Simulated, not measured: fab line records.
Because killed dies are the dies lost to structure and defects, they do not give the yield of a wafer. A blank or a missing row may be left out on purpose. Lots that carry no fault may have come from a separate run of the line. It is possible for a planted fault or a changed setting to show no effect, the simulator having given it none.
Comparing a struck lot with a sound one ; flow n5Finfet ; 26 steps out of a route of 1938
Sound: these wafers, L603.3, L603.4, L603.6. Wafers struck: L615.2, L615.4, L615.5. The cause comes at the end.
At each step with rows: each side's tool, then ch and its chambers, then its first start. Under that, the readings that differ: sound wafers ; struck wafers ; difference of the means ; sigmas: that difference in standard deviations of wafers without a fault.
alike: readings whose means differ by less than 2 such deviations, and words and numbers that are the same on both sides. not compared: withheld readings, readings that some wafer has no value for, bounds like >300 that may hide the same value, and numbers for which the record gives no deviation and whose values overlap.
Wherever a step has rows on one side only, a row that says differs or no value, or a row with sigmas, the two part there. Non-overlapping numbers with no deviation appear without sigmas and do not part them. Lack of a reading on every wafer of one side parts them only where that side has two or more wafers.

first, 11 steps without rows for these wafers: N5_BEOL_M13_ETCH_59 (etches BARC in N2/H2, target depth 89 nm, overetch 26.7 nm, time 67.9 s); N5_BEOL_M13_VIA_ETCH_16 (etches SiOC in C4F8/O2/Ar, target depth 921.7 nm); N5_BEOL_M13_STRIP_63 (strips in N2/H2); N5_BEOL_M13_STRIP_64 (strips in N2/H2); N5_BEOL_M13_STRIP_71 (strips in post etch residue remover, time 60 s); N5_BEOL_M13_SRD_72 (time 30 s, dry time 30 s); N5_BEOL_M13_COAT_65 (time 60 s, resist thk 350 nm); N5_BEOL_M13_COAT_66 (time 60 s, resist thk 110 nm); N5_BEOL_M13_COAT_22 (resist thk 300 nm); N5_BEOL_M13_EBR_24; N5_BEOL_M13_SOFTBAKE_23 (time 60 s).
N5_BEOL_M13_EXPOSE_25: exposes mask M13, target cd 210 nm.
  sound on krfScanner-02 ch 0, day 12 16:27; struck on krfScanner-02 ch 0, day 15 10:20
reading;sound;struck;difference;sigmas
exposureDoseMJCm2;22.006 22.022 22.012;24.803 24.804 24.785;+2.784;+99 or more
  alike: mask, focusOffsetNm
then, 3 steps without rows for these wafers: N5_BEOL_M13_PEB_26 (peb time 90 s); N5_BEOL_M13_DEVELOP_27 (develop time 45 s); N5_BEOL_M13_HARDBAKE_32 (time 120 s).
N5_BEOL_M13_CD_MEAS_28: target cd 209.5 nm.
  sound on cdSem-03 ch 0, day 12 16:37; struck on cdSem-03 ch 0, day 15 10:30
reading;sound;struck;difference;sigmas
cdNm (nm);208.9 208.4 210.3;222.5 221.6 221.4;+12.6;+13
N5_BEOL_M13_DESCUM_33: chemistry O2, time 7.9 s.
  sound on rieDiel-03 ch 0,1,2, day 12 16:42; struck on rieDiel-06 ch 0,1,2, day 15 10:35
  alike: drypumpMotorCurrentA, oesProductAu, rfVppV, showerheadPlenumPTorr, throttleValvePct
  not compared: rfHoursCounterH, model.BEOL_M13.cdNm
then, 6 steps without rows for these wafers: N5_BEOL_M13_ETCH_67 (etches SiARC in CF4, target depth 143 nm, time 238.3 s); N5_BEOL_M13_ETCH_68 (etches SOC in N2/H2, time 355 s); N5_BEOL_M13_STRIP_69 (strips in N2/H2); N5_BEOL_M13_TRENCH_ETCH_34 (etches SiOC in C4F8/O2/Ar, target depth 413.47 nm, time 162.6 s); N5_BEOL_M13_STRIP_70 (strips in C4F8/O2/Ar); N5_BEOL_M13_STRIP_37 (strips in N2/H2).
N5_BEOL_M13_ETCH_38: etches SiCN in CF4/N2, target depth 67.5 nm, time 71.9 s.
  sound on rieDiel-06 ch 0,2, day 12 19:59; struck on rieDiel-04 ch 1,3, day 15 13:47
reading;sound;struck;difference;sigmas
model.BEOL_M13.cdNm (nm);210.6 209 210.2;221.6 220.6 222.2;+11.5;
  alike: drypumpMotorCurrentA, oesProductAu, rfVppV, showerheadPlenumPTorr, throttleValvePct
  not compared: rfHoursCounterH
then, 1 step without rows for these wafers: N5_BEOL_M13_PRECLEAN_39 (cleans in residue remover, time 60 s).
N5_PASSIVATION_PROBE_49:
  sound: prober-02 at day 14 00:32; struck: prober-02 at day 17 02:28
  alike: defectLimitedYield, killed_at_M0_to_M3, killed_at_M4_up, killedAtContacts, killedAtFrontEnd, killedAtOther, killedDies, killedOnRim, killedOpen, killedShort, sort_bin_5_function, sort_bin_6_memory, sortNPass, sortYieldPct

WHERE THEY PART
Earliest at N5_BEOL_M13_EXPOSE_25; latest, in this record, at N5_BEOL_M13_CD_MEAS_28. Later steps at which nothing parts them and some readings are alike: N5_BEOL_M13_DESCUM_33, N5_BEOL_M13_ETCH_38, N5_PASSIVATION_PROBE_49.

WHY: the cause the simulator had injected
Process parameter drift: krfScanner-02, from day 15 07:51 on, at N5_BEOL_M13_EXPOSE_25. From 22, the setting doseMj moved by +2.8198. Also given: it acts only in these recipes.
